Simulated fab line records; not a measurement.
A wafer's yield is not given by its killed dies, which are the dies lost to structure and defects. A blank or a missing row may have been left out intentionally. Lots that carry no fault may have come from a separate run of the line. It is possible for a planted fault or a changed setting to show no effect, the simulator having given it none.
Chamber matching || flow n5 finfet || N5_GATE_CUT_HM_DEP_46 on pecvd-03: 3 sister chambers
The step deposits SiO2 from TEOS/O2, target thk 130 nm, time 26.6 s. 27 wafers are shown with their chamber, then 12 later ones without.

WAFERS WITH THEIR CHAMBER
{"wafer": "L074.2", "chamber": 2, "throttle valve pct (%)": 18.9, "heater power w (W)": 541, "showerhead plenum p Torr (Torr)": 8.39}
{"wafer": "L074.3", "chamber": 0, "throttle valve pct (%)": 18.2, "heater power w (W)": 431, "showerhead plenum p Torr (Torr)": 8.38}
{"wafer": "L074.6", "chamber": 0, "throttle valve pct (%)": 18.0, "heater power w (W)": 434, "showerhead plenum p Torr (Torr)": 8.36}
{"wafer": "L077.1", "chamber": 0, "throttle valve pct (%)": 18.0, "heater power w (W)": 430, "showerhead plenum p Torr (Torr)": 8.38}
{"wafer": "L077.2", "chamber": 2, "throttle valve pct (%)": 18.8, "heater power w (W)": 555, "showerhead plenum p Torr (Torr)": 8.39}
{"wafer": "L077.3", "chamber": 1, "throttle valve pct (%)": 18.0, "heater power w (W)": 601, "showerhead plenum p Torr (Torr)": 8.36}
{"wafer": "L077.4", "chamber": 2, "throttle valve pct (%)": 19.0, "heater power w (W)": 561, "showerhead plenum p Torr (Torr)": 8.40}
{"wafer": "L077.5", "chamber": 1, "throttle valve pct (%)": 17.7, "heater power w (W)": 618, "showerhead plenum p Torr (Torr)": 8.37}
{"wafer": "L077.6", "chamber": 0, "throttle valve pct (%)": 18.2, "heater power w (W)": 427, "showerhead plenum p Torr (Torr)": 8.36}
{"wafer": "L078.1", "chamber": 2, "throttle valve pct (%)": 19.0, "heater power w (W)": 542, "showerhead plenum p Torr (Torr)": 8.40}
{"wafer": "L078.3", "chamber": 1, "throttle valve pct (%)": 18.0, "heater power w (W)": 619, "showerhead plenum p Torr (Torr)": 8.37}
{"wafer": "L078.6", "chamber": 2, "throttle valve pct (%)": 19.3, "heater power w (W)": 540, "showerhead plenum p Torr (Torr)": 8.38}
{"wafer": "L080.1", "chamber": 0, "throttle valve pct (%)": 18.1, "heater power w (W)": 437, "showerhead plenum p Torr (Torr)": 8.38}
{"wafer": "L080.2", "chamber": 1, "throttle valve pct (%)": 18.0, "heater power w (W)": 659, "showerhead plenum p Torr (Torr)": 8.37}
{"wafer": "L080.3", "chamber": 2, "throttle valve pct (%)": 18.6, "heater power w (W)": 522, "showerhead plenum p Torr (Torr)": 8.38}
{"wafer": "L080.4", "chamber": 2, "throttle valve pct (%)": 19.0, "heater power w (W)": 542, "showerhead plenum p Torr (Torr)": 8.38}
{"wafer": "L080.5", "chamber": 1, "throttle valve pct (%)": 17.9, "heater power w (W)": 492, "showerhead plenum p Torr (Torr)": 8.39}
{"wafer": "L080.6", "chamber": 0, "throttle valve pct (%)": 18.2, "heater power w (W)": 432, "showerhead plenum p Torr (Torr)": 8.34}
{"wafer": "L082.1", "chamber": 1, "throttle valve pct (%)": 17.9, "heater power w (W)": 552, "showerhead plenum p Torr (Torr)": 8.35}
{"wafer": "L082.2", "chamber": 2, "throttle valve pct (%)": 19.0, "heater power w (W)": 572, "showerhead plenum p Torr (Torr)": 8.39}
{"wafer": "L082.5", "chamber": 1, "throttle valve pct (%)": 18.2, "heater power w (W)": 588, "showerhead plenum p Torr (Torr)": 8.37}
{"wafer": "L083.1", "chamber": 2, "throttle valve pct (%)": 19.0, "heater power w (W)": 578, "showerhead plenum p Torr (Torr)": 8.42}
{"wafer": "L083.2", "chamber": 0, "throttle valve pct (%)": 18.0, "heater power w (W)": 388, "showerhead plenum p Torr (Torr)": 8.37}
{"wafer": "L083.3", "chamber": 1, "throttle valve pct (%)": 18.1, "heater power w (W)": 617, "showerhead plenum p Torr (Torr)": 8.36}
{"wafer": "L083.4", "chamber": 2, "throttle valve pct (%)": 18.8, "heater power w (W)": 576, "showerhead plenum p Torr (Torr)": 8.38}
{"wafer": "L083.5", "chamber": 1, "throttle valve pct (%)": 17.9, "heater power w (W)": 608, "showerhead plenum p Torr (Torr)": 8.36}
{"wafer": "L083.6", "chamber": 0, "throttle valve pct (%)": 18.4, "heater power w (W)": 401, "showerhead plenum p Torr (Torr)": 8.36}

SIGNATURES, as means of the wafers listed above
{"reading": "throttle valve pct", "chamber 0": 18.137, "chamber 1": 17.967, "chamber 2": 18.940, "scatter within a chamber": 0.158}
{"reading": "heater power w", "chamber 0": 422.50, "chamber 1": 594.89, "chamber 2": 552.90, "scatter within a chamber": 31.4}
{"reading": "showerhead plenum p Torr", "chamber 0": 8.3663, "chamber 1": 8.3667, "chamber 2": 8.3910, "scatter within a chamber": 0.0127}
Rule: distance of a wafer from a chamber = root of the sum over the readings of ((wafer's reading minus chamber's mean) / reading's scatter) squared. If the next closest chamber is less than 2 further off than the closest, the wafer can't be placed; otherwise it belongs to the closest. The scatter: the root of (the sum of the squares of (reading less its chamber's mean) over the shown wafers, divided by (wafers less chambers)).

WAFERS MISSING THEIR CHAMBER
{"wafer": "L084.2", "throttle valve pct (%)": 18.9, "heater power w (W)": 572, "showerhead plenum p Torr (Torr)": 8.38}
{"wafer": "L084.4", "throttle valve pct (%)": 18.0, "heater power w (W)": 653, "showerhead plenum p Torr (Torr)": 8.37}
{"wafer": "L084.6", "throttle valve pct (%)": 18.0, "heater power w (W)": 454, "showerhead plenum p Torr (Torr)": 8.36}
{"wafer": "L088.1", "throttle valve pct (%)": 18.9, "heater power w (W)": 539, "showerhead plenum p Torr (Torr)": 8.39}
{"wafer": "L088.4", "throttle valve pct (%)": 18.4, "heater power w (W)": 370, "showerhead plenum p Torr (Torr)": 8.35}
{"wafer": "L088.6", "throttle valve pct (%)": 18.3, "heater power w (W)": 580, "showerhead plenum p Torr (Torr)": 8.35}
{"wafer": "L093.1", "throttle valve pct (%)": 18.5, "heater power w (W)": 370, "showerhead plenum p Torr (Torr)": 8.38}
{"wafer": "L093.5", "throttle valve pct (%)": 18.1, "heater power w (W)": 371, "showerhead plenum p Torr (Torr)": 8.37}
{"wafer": "L093.6", "throttle valve pct (%)": 18.2, "heater power w (W)": 672, "showerhead plenum p Torr (Torr)": 8.37}
{"wafer": "L095.2", "throttle valve pct (%)": 18.5, "heater power w (W)": 466, "showerhead plenum p Torr (Torr)": 8.35}
{"wafer": "L095.3", "throttle valve pct (%)": 18.0, "heater power w (W)": 344, "showerhead plenum p Torr (Torr)": 8.35}
{"wafer": "L095.4", "throttle valve pct (%)": 18.3, "heater power w (W)": 629, "showerhead plenum p Torr (Torr)": 8.36}

EACH ONE'S CHAMBER
{"wafer": "L084.2", "from the rows above": 2, "in truth": 2}
{"wafer": "L084.4", "from the rows above": 1, "in truth": 1}
{"wafer": "L084.6", "from the rows above": 0, "in truth": 0}
{"wafer": "L088.1", "from the rows above": 2, "in truth": 2}
{"wafer": "L088.4", "from the rows above": 0, "in truth": 0}
{"wafer": "L088.6", "from the rows above": 1, "in truth": 1}
{"wafer": "L093.1", "from the rows above": 0, "in truth": 0}
{"wafer": "L093.5", "from the rows above": 0, "in truth": 0}
{"wafer": "L093.6", "from the rows above": 1, "in truth": 1}
{"wafer": "L095.2", "from the rows above": 0, "in truth": 0}
{"wafer": "L095.3", "from the rows above": 0, "in truth": 0}
{"wafer": "L095.4", "from the rows above": 1, "in truth": 1}
Placed correctly: 12 of 12. Number that these rows cannot place: 0. Wrongly placed: 0.
